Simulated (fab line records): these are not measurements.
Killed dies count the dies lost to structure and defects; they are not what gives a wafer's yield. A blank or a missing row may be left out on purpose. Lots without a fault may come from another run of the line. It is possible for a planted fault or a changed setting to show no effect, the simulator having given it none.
Matching of chambers | flow n5-finfet | 4 sister chambers for N5_BEOL_M0_SAQP_ETCH_83 on rie-diel-02
The step etches SiARC in CF4, target depth 39 nm, time 65 s. 8 wafers are shown with their chamber, then 11 later ones without.

== EACH WAFER AND ITS CHAMBER ==
wafer  | chamber | showerhead-plenum-p-Torr (Torr) | drypump-motor-current-A (A)
L086.2 | 1       | 2.21                            | 5.7
L087.2 | 3       | 2.06                            | 6.5
L087.3 | 2       | 2.11                            | 5.8
L087.4 | 0       | 2.13                            | 6.5
L089.2 | 1       | 2.21                            | 5.7
L089.4 | 2       | 2.11                            | 5.8
L089.5 | 0       | 2.13                            | 6.6
L092.1 | 3       | 2.05                            | 6.5

== WAFERS WITHOUT THEIR CHAMBER ==
wafer  | showerhead-plenum-p-Torr (Torr) | drypump-motor-current-A (A)
L092.2 | 2.11                            | 5.9
L092.3 | 2.21                            | 5.7
L095.3 | 2.11                            | 5.9
L095.4 | 2.05                            | 6.6
L095.5 | 2.21                            | 5.7
L096.2 | 2.05                            | 6.5
L096.3 | 2.11                            | 5.9
L096.5 | 2.12                            | 6.5
L097.2 | 2.21                            | 5.7
L097.4 | 2.12                            | 6.6
L097.6 | 2.05                            | 6.5

== THE CHAMBER EACH PASSED THROUGH ==
wafer  | from the rows above | in truth
L092.2 | 2                   | 2
L092.3 | 1                   | 1
L095.3 | 2                   | 2
L095.4 | 3                   | 3
L095.5 | 1                   | 1
L096.2 | 3                   | 3
L096.3 | 2                   | 2
L096.5 | 0                   | 0
L097.2 | 1                   | 1
L097.4 | 0                   | 0
L097.6 | 3                   | 3
Placed correctly: 11 of 11. Left unplaced by these rows: 0. 0 placed wrongly.
How it was worked out, from the rows above alone: a wafer's distance from a chamber is the root of the sum, over the readings, of the square of ((its reading less the chamber's mean) divided by the reading's scatter). The wafer belongs to the nearest chamber; if the next one is less than 2 further off, it can't be placed. For every chamber, the mean is computed from those of its wafers that are shown. The scatter: take each reading less its chamber's mean, square it, sum over the shown wafers, divide by the number of wafers less the number of chambers, and take the root.
